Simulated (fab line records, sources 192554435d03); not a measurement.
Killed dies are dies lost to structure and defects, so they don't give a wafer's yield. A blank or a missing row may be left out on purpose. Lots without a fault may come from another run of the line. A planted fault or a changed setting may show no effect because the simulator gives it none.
Which tool did it? | flow n5_finfet | 7 lots, 20 wafers sampled, at 8 steps of a route of 1938

WHAT THE GAUGES READ, wafer by wafer
N5_BEOL_M10_OCD_MEAS_38. Usual: trench_depth_nm 148 nm, standard deviation 3.1.
lot  | measured     | on     | trench_depth_nm (nm) | flag
L835 | day 9 15:07  | ocd-01 | 152 142 143          |
L839 | day 10 11:13 | ocd-01 | 152 152 144          |
L841 | day 10 21:48 | ocd-01 | 152 152 150          |
L846 | day 12 17:26 | ocd-02 | 145 148              |
L848 | day 13 04:55 | ocd-02 | 102 106 107          | OFF
L850 | day 13 08:25 | ocd-02 | 98 103 98            | OFF
L849 | day 13 16:03 | ocd-01 | 102 102 103          | OFF

N5_BEOL_M10_THK_MEAS_53: measures by xrf. Usual: M10_THK 141 nm, standard deviation 3.6.
lot  | measured     | on            | M10_THK (nm) | flag
L835 | day 9 17:56  | film_metro-01 | 144 135 136  |
L839 | day 10 15:09 | film_metro-01 | 143 148 135  |
L841 | day 10 23:58 | film_metro-01 | 145 144 142  |
L846 | day 12 19:25 | film_metro-01 | 137 140      |
L848 | day 13 09:10 | film_metro-01 | 94 98 99     | OFF
L850 | day 13 11:37 | film_metro-01 | 90 94 89     | OFF
L849 | day 13 18:49 | film_metro-01 | 95 93 92     | OFF

N5_BEOL_M10_RS_MEAS_57: measures by four-point-probe. Usual: M10_RS 0.151 ohm/sq, standard deviation 0.0042.
lot  | measured     | on            | M10_RS (ohm/sq)   | flag
L835 | day 9 18:05  | film_metro-01 | 0.149 0.159 0.160 |
L839 | day 10 15:17 | film_metro-01 | 0.149 0.143 0.159 |
L841 | day 11 00:07 | film_metro-01 | 0.147 0.149 0.152 |
L846 | day 12 19:33 | film_metro-01 | 0.155 0.153       |
L848 | day 13 09:18 | film_metro-01 | 0.239 0.226 0.224 | OFF
L850 | day 13 11:46 | film_metro-01 | 0.250 0.241 0.255 | OFF
L849 | day 13 18:56 | film_metro-01 | 0.233 0.238 0.240 | OFF

N5_BEOL_M15_RC_MEAS_101. Usual: COMB_M11 1.4e-11 S/m, standard deviation 2.8e-12; COMB_M12 6.1e-12 S/m, standard deviation 1.3e-12; COMB_M12_max_site 8.9e-12 S/m, standard deviation 2e-12; COMB_M13 4.9e-12 S/m, standard deviation 1.2e-12; COMB_M14 3.8e-12 S/m, standard deviation 8.8e-13; COMB_M14_max_site 5.5e-12 S/m, standard deviation 1.3e-12; COMB_M15 2.6e-12 S/m, standard deviation 7.2e-13; COMB_M5 3.7e-11 S/m, standard deviation 8e-12; COMB_M6 2.6e-11 S/m, standard deviation 5.5e-12; COMB_M7 2.5e-11 S/m, standard deviation 5.9e-12; COMB_M7_max_site 3.6e-11 S/m, standard deviation 1e-11; COMB_M8 2.6e-11 S/m, standard deviation 4.9e-12; COMB_M9 1.5e-11 S/m, standard deviation 3.3e-12; SERP_M10 3.07 ohm/um, standard deviation 0.11; SERP_M10_max_site 3.16 ohm/um, standard deviation 0.12; SERP_M11 3.08 ohm/um, standard deviation 0.092; SERP_M12 0.632 ohm/um, standard deviation 0.019; SERP_M13 0.307 ohm/um, standard deviation 0.0095; SERP_M14 0.162 ohm/um, standard deviation 0.004; SERP_M5 38.4 ohm/um, standard deviation 1.9; SERP_M6 13.8 ohm/um, standard deviation 0.65; SERP_M7 13.7 ohm/um, standard deviation 0.68; SERP_M8 13.6 ohm/um, standard deviation 0.69; SERP_M9 3.07 ohm/um, standard deviation 0.12; SERP_M9_max_site 3.16 ohm/um, standard deviation 0.14.
lot  | measured     | on        | COMB_M11 (S/m)             | COMB_M12 (S/m)          | COMB_M12_max_site (S/m) | COMB_M13 (S/m)          | COMB_M14 (S/m)          | COMB_M14_max_site (S/m) | COMB_M15 (S/m)          | COMB_M5 (S/m)           | COMB_M6 (S/m)           | COMB_M7 (S/m)           | COMB_M7_max_site (S/m)  | COMB_M8 (S/m)           | COMB_M9 (S/m)           | SERP_M10 (ohm/um) | SERP_M10_max_site (ohm/um) | SERP_M11 (ohm/um) | SERP_M12 (ohm/um) | SERP_M13 (ohm/um) | SERP_M14 (ohm/um) | SERP_M5 (ohm/um) | SERP_M6 (ohm/um) | SERP_M7 (ohm/um) | SERP_M8 (ohm/um) | SERP_M9 (ohm/um) | SERP_M9_max_site (ohm/um) | flag
L835 | day 11 02:02 | prober-01 | 1.01e-11 1.18e-11 1.25e-11 | 5.5e-12 5.1e-12 6.2e-12 | 7.8e-12 7e-12 8.4e-12   | 5.4e-12 4.9e-12 3.9e-12 | 3.2e-12 2.1e-12 3.3e-12 | 4.3e-12 4.3e-12 4.4e-12 | 2.3e-12 2.4e-12 1.8e-12 | 2.9e-11 2.8e-11 3.1e-11 | 2.9e-11 2.2e-11 2.5e-11 | 1.5e-11 1.9e-11 1.4e-11 | 2e-11 2.6e-11 1.7e-11   | 2.4e-11 2.8e-11 2.3e-11 | 2.1e-11 1.1e-11 1.5e-11 | 2.90 3.19 3.15    | 2.98 3.32 3.26             | 3.21 2.96 2.99    | 0.684 0.622 0.656 | 0.318 0.295 0.294 | 0.159 0.163 0.161 | 36.7 42.1 37.8   | 14.1 14.9 14.3   | 12.8 13.8 13.8   | 13.2 13.4 12.7   | 3.12 3.17 2.97   | 3.24 3.22 3.00            |
L839 | day 12 03:58 | prober-02 | 1.23e-11 1.74e-11 1.12e-11 | 6.2e-12 6.1e-12 5.7e-12 | 7.9e-12 7.8e-12 9.7e-12 | 4.7e-12 9.7e-12 5.7e-12 | 3.9e-12 4.4e-12 4e-12   | 4.9e-12 6.6e-12 5.4e-12 | 3.2e-12 3e-12 3.2e-12   | 3.3e-11 5.4e-11 4.1e-11 | 2.8e-11 3.1e-11 2.9e-11 | 2.1e-11 3.1e-11 2.3e-11 | 2.6e-11 4.8e-11 3e-11   | 2.9e-11 2.3e-11 3e-11   | 1e-11 1.2e-11 1.4e-11   | 3.02 2.88 3.27    | 3.13 2.94 3.34             | 3.14 3.03 3.08    | 0.634 0.607 0.629 | 0.309 0.312 0.310 | 0.160 0.162 0.160 | 38.9 41.5 40.5   | 14.5 13.3 14.8   | 14.3 13.1 13.0   | 13.9 13.3 13.0   | 3.18 3.08 3.49   | 3.32 3.11 3.52            |
L841 | day 12 13:51 | prober-01 | 3.04e-11 1.16e-11 1.32e-11 | 5.8e-12 4.9e-12 5.1e-12 | 7.1e-12 8.3e-12 6.4e-12 | 2.7e-12 2.8e-12 2.7e-12 | 2.8e-12 2.9e-12 4.3e-12 | 5.2e-12 5.2e-12 5.3e-12 | 2.3e-12 2.2e-12 2.2e-12 | 3.4e-11 2.9e-11 4.6e-11 | 2.4e-11 2.4e-11 2.5e-11 | 2.5e-11 3.8e-11 2.4e-11 | 3.6e-11 5.1e-11 2.8e-11 | 2.7e-11 4.2e-11 4.3e-11 | 1.2e-11 1.1e-11 1.5e-11 | 3.00 2.96 3.07    | 3.14 3.08 3.13             | 3.00 3.15 3.36    | 0.642 0.677 0.672 | 0.294 0.307 0.298 | 0.164 0.161 0.163 | 37.6 40.0 36.4   | 13.4 13.5 14.0   | 13.3 13.9 13.3   | 12.3 12.4 13.4   | 2.95 3.24 3.09   | 3.02 3.30 3.13            |
L846 | day 14 05:20 | prober-01 | 1.46e-11 1.23e-11          | 5.7e-12 5e-12           | 9.3e-12 9.6e-12         | 4e-12 5.7e-12           | 3.4e-12 4.8e-12         | 4.1e-12 6.1e-12         | 1.2e-12 1.9e-12         | 4.7e-11 4.1e-11         | 2.3e-11 1.8e-11         | 3.3e-11 1.8e-11         | 6.1e-11 3.6e-11         | 3.8e-11 3e-11           | 1.5e-11 1.2e-11         | 3.17 3.15         | 3.25 3.22                  | 3.12 2.93         | 0.648 0.653       | 0.297 0.305       | 0.157 0.166       | 36.2 39.4        | 13.6 14.1        | 13.7 13.1        | 14.0 13.8        | 3.09 3.08        | 3.16 3.11                 |
L848 | day 14 16:34 | prober-01 | 1.26e-11 1.19e-11 8.2e-12  | 6.9e-12 6.9e-12 6.8e-12 | 1e-11 1.39e-11 9.4e-12  | 6.4e-12 4.5e-12 4.2e-12 | 3.7e-12 3.1e-12 2.5e-12 | 5.1e-12 4.5e-12 4.3e-12 | 2e-12 1.9e-12 1.5e-12   | 2.4e-11 4.3e-11 3.2e-11 | 2.7e-11 1.9e-11 2.4e-11 | 1.7e-11 2.3e-11 2.6e-11 | 2.6e-11 2.8e-11 3.9e-11 | 2.5e-11 2.8e-11 2.6e-11 | 1.6e-11 1.6e-11 1.5e-11 | 4.81 4.43 4.45    | 4.91 4.56 4.54             | 3.05 3.09 3.03    | 0.635 0.609 0.633 | 0.306 0.311 0.310 | 0.163 0.165 0.163 | 36.2 37.0 34.9   | 13.3 14.0 13.8   | 13.7 14.7 14.0   | 14.5 14.4 13.8   | 3.00 2.84 2.85   | 3.06 2.93 2.94            | OFF
L850 | day 14 16:08 | prober-02 | 1.32e-11 1.68e-11 1.32e-11 | 5.8e-12 7.6e-12 8.5e-12 | 7.4e-12 9.3e-12 1.2e-11 | 5.3e-12 6e-12 4.6e-12   | 4e-12 5e-12 4.7e-12     | 5.4e-12 6.5e-12 6.5e-12 | 3e-12 3.7e-12 3.7e-12   | 3.7e-11 3.3e-11 3.2e-11 | 2.4e-11 2.5e-11 2.9e-11 | 3.1e-11 2.9e-11 3.9e-11 | 4.4e-11 4.6e-11 5.6e-11 | 2.1e-11 2.8e-11 2.7e-11 | 1.2e-11 1.4e-11 1.7e-11 | 5.19 4.87 5.30    | 5.48 5.28 5.53             | 3.00 3.13 3.15    | 0.640 0.664 0.646 | 0.309 0.299 0.292 | 0.170 0.160 0.169 | 37.8 37.6 39.9   | 13.9 13.8 13.4   | 14.7 13.8 15.5   | 13.5 13.6 13.8   | 3.15 3.03 3.12   | 3.37 3.10 3.15            | OFF
L849 | day 15 04:34 | prober-01 | 1.68e-11 1.42e-11 1.48e-11 | 5.4e-12 6.5e-12 5.2e-12 | 7.7e-12 8.6e-12 6.8e-12 | 5.4e-12 4.6e-12 5.7e-12 | 4.5e-12 5.2e-12 3e-12   | 6.5e-12 1.07e-11 6e-12  | 2.3e-12 2.3e-12 1.9e-12 | 3.2e-11 4.5e-11 3.1e-11 | 1.7e-11 2.5e-11 2.7e-11 | 2e-11 1.9e-11 2.5e-11   | 2.4e-11 3.7e-11 2.7e-11 | 2.8e-11 2.4e-11 2.6e-11 | 1.4e-11 1.2e-11 1.3e-11 | 4.76 4.79 5.01    | 4.93 4.91 5.26             | 3.13 3.15 3.13    | 0.633 0.635 0.621 | 0.300 0.298 0.314 | 0.162 0.168 0.157 | 37.1 40.3 34.8   | 14.8 14.2 13.5   | 13.4 14.3 13.8   | 13.7 14.2 14.4   | 3.28 3.36 3.26   | 3.32 3.46 3.42            | OFF

WHICH TOOL RAN EACH LOT (tool, then ch and the chambers of the sampled wafers, then the start)
lot  | N5_BEOL_M10_ETCH_62                | N5_BEOL_M10_ETCH_65                | N5_BEOL_M10_TRENCH_ETCH_37         | N5_BEOL_M10_CURE_72
L835 | rie_diel-01 ch 0,1, day 9 13:46    | rie_diel-05 ch 0,1, day 9 14:40    | rie_diel-05 ch 0,1, day 9 14:56    | uv_cure-03 ch 1, day 9 15:25
L839 | rie_diel-01 ch 0,1,3, day 10 09:50 | rie_diel-05 ch 0,1,2, day 10 10:45 | rie_diel-05 ch 0,1,2, day 10 11:02 | uv_cure-02 ch 0, day 10 11:24
L841 | rie_diel-04 ch 1,2,3, day 10 19:05 | rie_diel-05 ch 0,2,3, day 10 21:21 | rie_diel-05 ch 0,2,3, day 10 21:37 | uv_cure-03 ch 0, day 10 22:01
L846 | rie_diel-04 ch 3, day 12 15:41     | rie_diel-04 ch 1,3, day 12 16:59   | rie_diel-04 ch 1,3, day 12 17:16   | uv_cure-03 ch 0, day 12 17:38
L848 | rie_diel-01 ch 1,3, day 13 01:38   | rie_diel-01 ch 1,3, day 13 04:28   | rie_diel-01 ch 1,3, day 13 04:44   | uv_cure-03 ch 2, day 13 05:07
L850 | rie_diel-05 ch 2,3, day 13 06:11   | rie_diel-05 ch 0,1, day 13 07:58   | rie_diel-05 ch 0,1, day 13 08:14   | uv_cure-03 ch 0, day 13 08:40
L849 | rie_diel-01 ch 0,2,3, day 13 14:38 | rie_diel-01 ch 1,2, day 13 15:35   | rie_diel-01 ch 1,2, day 13 15:52   | uv_cure-01 ch 0, day 13 16:14
- N5_BEOL_M10_ETCH_62: etches SOC in N2/H2, target depth 110 nm, overetch 22 nm, time 165 s.
- N5_BEOL_M10_ETCH_65: etches SiARC in CF4, target depth 39 nm, time 65 s.
- N5_BEOL_M10_TRENCH_ETCH_37: etches SiCOH lowk in C4F6/O2, target depth 148.83 nm, time 48 s.
- N5_BEOL_M10_CURE_72: cures SiCOH lowk, time 120 s.

WHAT THE TOOLS THEMSELVES READ (means of the sampled wafers that have a number; where no wafer has one, the mark that the record gives instead)
N5_BEOL_M10_ETCH_62. Usual: drypump_motor_current_A 5.3 A, standard deviation 0.52; oes_product_au 0.68 a.u., standard deviation 0.085; rf_vpp_V 523.4 V, standard deviation 2.7; showerhead_plenum_p_Torr 2.53 Torr, standard deviation 0.087; throttle_valve_pct 17.77 %, standard deviation 0.24.
lot  | tool        | drypump_motor_current_A (A) | oes_product_au (a.u.) | rf_vpp_V (V) | showerhead_plenum_p_Torr (Torr) | throttle_valve_pct (%) | flag
L835 | rie_diel-01 | 4.8                         | 0.66                  | 525.0        | 2.57                            | 17.78                  |
L839 | rie_diel-01 | 4.8                         | 0.72                  | 523.8        | 2.53                            | 17.62                  |
L841 | rie_diel-04 | 5.1                         | 0.65                  | 525.2        | 2.58                            | 17.85                  |
L846 | rie_diel-04 | 4.9                         | 0.57                  | 525.6        | 2.59                            | 18.12                  |
L848 | rie_diel-01 | 4.8                         | 0.70                  | 524.0        | 2.53                            | 17.64                  |
L850 | rie_diel-05 | 5.1                         | 0.64                  | 523.1        | 2.50                            | 17.56                  |
L849 | rie_diel-01 | 5.4                         | 0.74                  | 522.5        | 2.48                            | 17.57                  |

N5_BEOL_M10_ETCH_65. Usual: drypump_motor_current_A 5.4 A, standard deviation 0.58; etch_rf_on_time_s 65.6 s, standard deviation 1.8; oes_product_au 0.70 a.u., standard deviation 0.067; rf_vpp_V 183.6 V, standard deviation 1.1; showerhead_plenum_p_Torr 2.11 Torr, standard deviation 0.059; throttle_valve_pct 15.44 %, standard deviation 0.24.
lot  | tool        | drypump_motor_current_A (A) | etch_rf_on_time_s (s) | oes_product_au (a.u.) | rf_vpp_V (V) | showerhead_plenum_p_Torr (Torr) | throttle_valve_pct (%) | flag
L835 | rie_diel-05 | 6.3                         | 67.3                  | 0.67                  | 182.8        | 2.07                            | 15.52                  |
L839 | rie_diel-05 | 5.9                         | 66.6                  | 0.69                  | 184.7        | 2.10                            | 15.38                  |
L841 | rie_diel-05 | 5.3                         | 64.6                  | 0.69                  | 183.5        | 2.09                            | 15.37                  |
L846 | rie_diel-04 | 5.0                         | 67.5                  | 0.65                  | 183.9        | 2.23                            | 15.66                  |
L848 | rie_diel-01 | 4.8                         | 64.2                  | 0.71                  | 184.3        | 2.12                            | 15.35                  |
L850 | rie_diel-05 | 6.2                         | 69.1                  | 0.64                  | 182.7        | 2.06                            | 15.57                  |
L849 | rie_diel-01 | 5.3                         | 65.5                  | 0.65                  | 183.9        | 2.15                            | 15.66                  |

N5_BEOL_M10_TRENCH_ETCH_37. Usual: drypump_motor_current_A 5.4 A, standard deviation 0.59; oes_o_777_au 0.82 a.u., standard deviation 0.067; oes_product_au 0.83 a.u., standard deviation 0.08; rf_vpp_V 668 V, standard deviation 20; run_length_s 71.3 s, standard deviation 0.46; showerhead_plenum_p_Torr 2.80 Torr, standard deviation 0.076; throttle_valve_pct 20.77 %, standard deviation 0.28.
lot  | tool        | drypump_motor_current_A (A) | oes_o_777_au (a.u.) | oes_product_au (a.u.) | rf_vpp_V (V) | run_length_s (s) | showerhead_plenum_p_Torr (Torr) | throttle_valve_pct (%) | flag
L835 | rie_diel-05 | 6.3                         | 0.76                | 0.79                  | 673          | 71.4             | 2.75                            | 20.87                  |
L839 | rie_diel-05 | 5.8                         | 0.80                | 0.82                  | 672          | 71.6             | 2.80                            | 20.72                  |
L841 | rie_diel-05 | 5.3                         | 0.81                | 0.81                  | 659          | 71.6             | 2.79                            | 20.72                  |
L846 | rie_diel-04 | 5.1                         | 0.74                | 0.77                  | 698          | 71.3             | 2.96                            | 21.00                  |
L848 | rie_diel-01 | 4.8                         | 0.84                | 0.83                  | 661          | 60.2             | 2.81                            | 20.62                  | OFF
L850 | rie_diel-05 | 6.2                         | 0.74                | 0.75                  | 673          | 60.0             | 2.74                            | 20.90                  | OFF
L849 | rie_diel-01 | 5.2                         | 0.76                | 0.75                  | 645          | 60.1             | 2.87                            | 20.99                  | OFF

N5_BEOL_M10_CURE_72. Usual: lamp_power_pct 52.32 %, standard deviation 0.052; wafer_temp_C_max 371.5, standard deviation 0.66.
lot  | tool       | lamp_power_pct (%) | wafer_temp_C_max | flag
L835 | uv_cure-03 | 52.36              | 371.0            |
L839 | uv_cure-02 | 52.28              | 371.6            |
L841 | uv_cure-03 | 52.33              | 371.2            |
L846 | uv_cure-03 | 52.30              | 371.6            |
L848 | uv_cure-03 | 52.33              | 371.0            |
L850 | uv_cure-03 | 52.36              | 370.9            |
L849 | uv_cure-01 | 52.32              | 371.6            |

THE ANSWER, worked out from the rows above alone
Rule: a lot is off if the mean of its wafers that have a number lies more than 3 standard deviations from the usual mean. A lot without any number at a reading at which 4 lots or more have one is off too. The other lots that the step has rows for count as sound. The gauges are gone through in route order, then the tools' own readings, and for those a lot's mean is taken as printed above. The first step at which some lot is off is used, and at that step the reading that is off furthest; a lot without a number counts as furthest.
Off: L848, L850, L849, at N5_BEOL_M10_OCD_MEAS_38 (trench_depth_nm).
A tool fits if, at a process step before that reading, it ran every lot that is off, and no sound lot after the first of them. The gauges at N5_BEOL_M10_OCD_MEAS_38 aren't tried: what is off there is off at N5_BEOL_M10_THK_MEAS_53 too, on other tools, and a gauge's error can't cause that. None of those tried fits.

WHAT THE SIMULATOR HAD PUT IN
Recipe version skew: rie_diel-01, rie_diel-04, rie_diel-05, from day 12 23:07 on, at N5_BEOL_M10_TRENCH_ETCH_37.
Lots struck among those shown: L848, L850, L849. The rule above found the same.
